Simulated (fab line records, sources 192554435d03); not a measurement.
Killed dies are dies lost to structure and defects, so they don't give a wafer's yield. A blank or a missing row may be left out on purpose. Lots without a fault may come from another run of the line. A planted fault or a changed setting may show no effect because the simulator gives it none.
Split-lot experiment | flow n5_finfet | 7 lots, 21 wafers read, on a route of 1938 steps

THE SPLIT
At N5_BEOL_M3_COAT_62 (time 60 s, resist thk 12 nm), the setting spin_rpm was moved away from the recipe's 1500 rpm on 9 of the 21 wafers read, by -10.3% to +8.4%. The other wafers ran this setting at the recipe's value.

FROM THE SPLIT TO THE READING: what the file shows between them, 4 steps
- N5_BEOL_M3_COAT_73: time 60 s, resist thk 5 nm
- N5_BEOL_M3_COAT_05: resist thk 30 nm
- N5_BEOL_M3_DESCUM_16: chemistry O2, time 7 s
- N5_BEOL_M3_ETCH_74: etches underlayer in N2/H2, target depth 6.5 nm, time 5.2 s

THE READING
etch.depth_nm (the simulator's own value, which no gauge read), in nm, at N5_BEOL_M3_ETCH_63 (etches SiARC in CF4, target depth 15.6 nm, time 26 s). The file gives no usual value for it. The 12 wafers here that ran the recipe average 12.02 nm, standard deviation 0.031 nm.

wafer  | tool, chamber at the split | spin_rpm as run, rpm | against the recipe | etch.depth_nm, nm | against lot-mates on the recipe
L075.1 | litho_track-04, 0          | 1500                 | recipe             | 12.06             | -
L075.4 | litho_track-04, 0          | 1500                 | recipe             | 12.06             | -
L075.5 | litho_track-04, 0          | 1500                 | recipe             | 12.08             | -
L080.1 | litho_track-04, 0          | 1500                 | recipe             | 12.02             | -
L080.3 | litho_track-04, 0          | 1346                 | -10.3%             | 12.69             | +0.67
L080.5 | litho_track-04, 0          | 1500                 | recipe             | 12.02             | -
L083.3 | litho_track-05, 0          | 1500                 | recipe             | 12.03             | -
L083.5 | litho_track-05, 0          | 1456                 | -2.9%              | 12.2              | +0.17
L083.6 | litho_track-05, 0          | 1456                 | -2.9%              | 12.19             | +0.16
L084.1 | litho_track-01, 0          | 1626                 | +8.4%              | 11.54             | -0.46
L084.2 | litho_track-01, 0          | 1626                 | +8.4%              | 11.52             | -0.48
L084.3 | litho_track-01, 0          | 1500                 | recipe             | 12                | -
L090.3 | litho_track-04, 0          | 1546                 | +3.1%              | 11.81             | -0.15
L090.4 | litho_track-04, 0          | 1500                 | recipe             | 11.96             | -
L090.6 | litho_track-04, 0          | 1546                 | +3.1%              | 11.79             | -0.17
L088.1 | litho_track-01, 0          | 1456                 | -2.9%              | 12.16             | +0.14
L088.3 | litho_track-01, 0          | 1500                 | recipe             | 12.02             | -
L088.4 | litho_track-01, 0          | 1456                 | -2.9%              | 12.19             | +0.17
L093.1 | litho_track-04, 0          | 1500                 | recipe             | 12                | -
L093.3 | litho_track-04, 0          | 1500                 | recipe             | 12.03             | -
L093.6 | litho_track-04, 0          | 1500                 | recipe             | 12                | -

THE FIT
A straight line over all 21 wafers: etch.depth_nm changes by -0.0614 nm for each +1% of spin_rpm; r = -0.99; the points scatter about the line by 0.032 nm.
The same after taking each lot's own level away (the mean of its wafers on the recipe; 21 wafers): -0.0588 nm for each +1%; r = -1.00; scatter 0.021 nm.
On that fit, the largest move of spin_rpm shifts the reading by 0.6 nm.
The lots' own levels span 11.960 to 12.067 nm, that is 3.4 times the standard deviation above.
So the lot-to-lot level changes the slope little: the two slopes agree.
Check: with one of the wafers moved furthest among these (-10.3%) left out of the fit, the line predicts +0.568 nm for it against its lot-mates. It came out at +0.67 nm against them.

OTHER SPLITS ON THESE WAFERS
These wafers also went through other splits before the reading. Each is held against what the fit with the lots' levels taken away leaves over:
other split on the same wafers | wafers away from the commonest value | r with etch.depth_nm (lot level and that fit taken away)
N5_BEOL_M2_EXPOSE_08 dose_mj   | 4                                    | -0.12
N5_BEOL_M3_COAT_61 spin_rpm    | 10                                   | -0.21

THE WHOLE CHAIN: every reading that the file lists as answering this split, in the file's order
step               | what it does                                         | reading                                                                            | change (the file's fit)                | r (the file's)
N5_BEOL_M3_COAT_62 | time 60 s, resist thk 12 nm                          | SiARC_of_BEOL_M3_COAT_62.thk_nm (the simulator's own value, which no gauge read)   | -0.0558 nm for each +1% of the setting | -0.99
N5_BEOL_M3_ETCH_63 | etches SiARC in CF4, target depth 15.6 nm, time 26 s | CAR-EUV_of_BEOL_M3_COAT_05.thk_nm (the simulator's own value, which no gauge read) | +0.0478 nm for each +1% of the setting | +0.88
N5_BEOL_M3_ETCH_63 | etches SiARC in CF4, target depth 15.6 nm, time 26 s | etch.depth_nm (the simulator's own value, which no gauge read)                     | -0.0602 nm for each +1% of the setting | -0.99

THE FILE'S OWN FIT
etch.depth_nm changes by -0.0602 nm for each +1% of spin_rpm, r = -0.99.
